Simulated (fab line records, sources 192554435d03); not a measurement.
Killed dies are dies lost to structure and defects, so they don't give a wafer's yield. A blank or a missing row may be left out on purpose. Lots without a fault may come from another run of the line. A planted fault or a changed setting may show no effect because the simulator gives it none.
Chamber matching | flow n5_finfet | N5_MOL_CONTACT_COAG_ETCHBACK_132 on rie_diel-02: 4 sister chambers
The step etches SiO2 in CHF3, target depth 10 nm, time 6.7 s. 18 wafers are shown with their chamber, then 9 later ones without.

WAFERS WITH THEIR CHAMBER
wafer  | chamber | drypump_motor_current_A (A) | rf_vpp_V (V) | throttle_valve_pct (%)
L075.1 | 3       | 6.08                        | 522          | 18.41
L075.3 | 0       | 5.98                        | 538          | 18.70
L075.5 | 1       | 5.57                        | 506          | 18.81
L076.1 | 3       | 6.09                        | 522          | 18.42
L076.2 | 1       | 5.57                        | 505          | 18.83
L076.3 | 0       | 5.94                        | 539          | 18.71
L076.4 | 3       | 6.12                        | 522          | 18.42
L076.5 | 0       | 5.95                        | 539          | 18.70
L076.6 | 1       | 5.57                        | 505          | 18.82
L077.1 | 0       | 5.95                        | 537          | 18.72
L077.4 | 2       | 5.35                        | 520          | 18.10
L077.5 | 3       | 6.12                        | 521          | 18.42
L078.4 | 0       | 5.98                        | 538          | 18.71
L078.5 | 3       | 6.11                        | 521          | 18.43
L078.6 | 2       | 5.37                        | 519          | 18.10
L084.1 | 2       | 5.36                        | 520          | 18.14
L084.2 | 3       | 6.13                        | 522          | 18.45
L084.3 | 0       | 5.96                        | 538          | 18.74

SIGNATURES (means of the wafers above)
reading                 | chamber 0 | chamber 1 | chamber 2 | chamber 3 | scatter within a chamber
drypump_motor_current_A | 5.9600    | 5.5700    | 5.3600    | 6.1083    | 0.0158
rf_vpp_V                | 538.17    | 505.33    | 519.67    | 521.67    | 0.627
throttle_valve_pct      | 18.7133   | 18.8200   | 18.1133   | 18.4250   | 0.0155
Rule: a wafer's distance from a chamber is the root of the sum, over the readings, of the square of ((its reading less the chamber's mean) divided by the reading's scatter). The wafer belongs to the nearest chamber; if the next one is less than 2 further off, it can't be placed. The scatter: the root of (the sum of the squares of (reading less its chamber's mean) over the shown wafers, divided by (wafers less chambers)).

WAFERS WITHOUT THEIR CHAMBER
wafer  | drypump_motor_current_A (A) | rf_vpp_V (V) | throttle_valve_pct (%)
L090.3 | 5.36                        | 519          | 18.15
L090.5 | 6.09                        | 522          | 18.48
L090.6 | 5.96                        | 537          | 18.75
L093.1 | 6.09                        | 522          | 18.48
L093.3 | 5.98                        | 537          | 18.76
L093.4 | 5.34                        | 518          | 18.15
L097.3 | 5.95                        | 540          | 18.79
L097.5 | 5.36                        | 519          | 18.16
L097.6 | 6.10                        | 522          | 18.50

WHICH CHAMBER EACH WENT THROUGH
wafer  | from the rows above | in truth
L090.3 | 2                   | 2
L090.5 | 3                   | 3
L090.6 | 0                   | 0
L093.1 | 3                   | 3
L093.3 | 0                   | 0
L093.4 | 2                   | 2
L097.3 | 0                   | 0
L097.5 | 2                   | 2
L097.6 | 3                   | 3
Placed correctly: 9 of 9. Can't be placed from these rows: 0. Placed wrongly: 0.
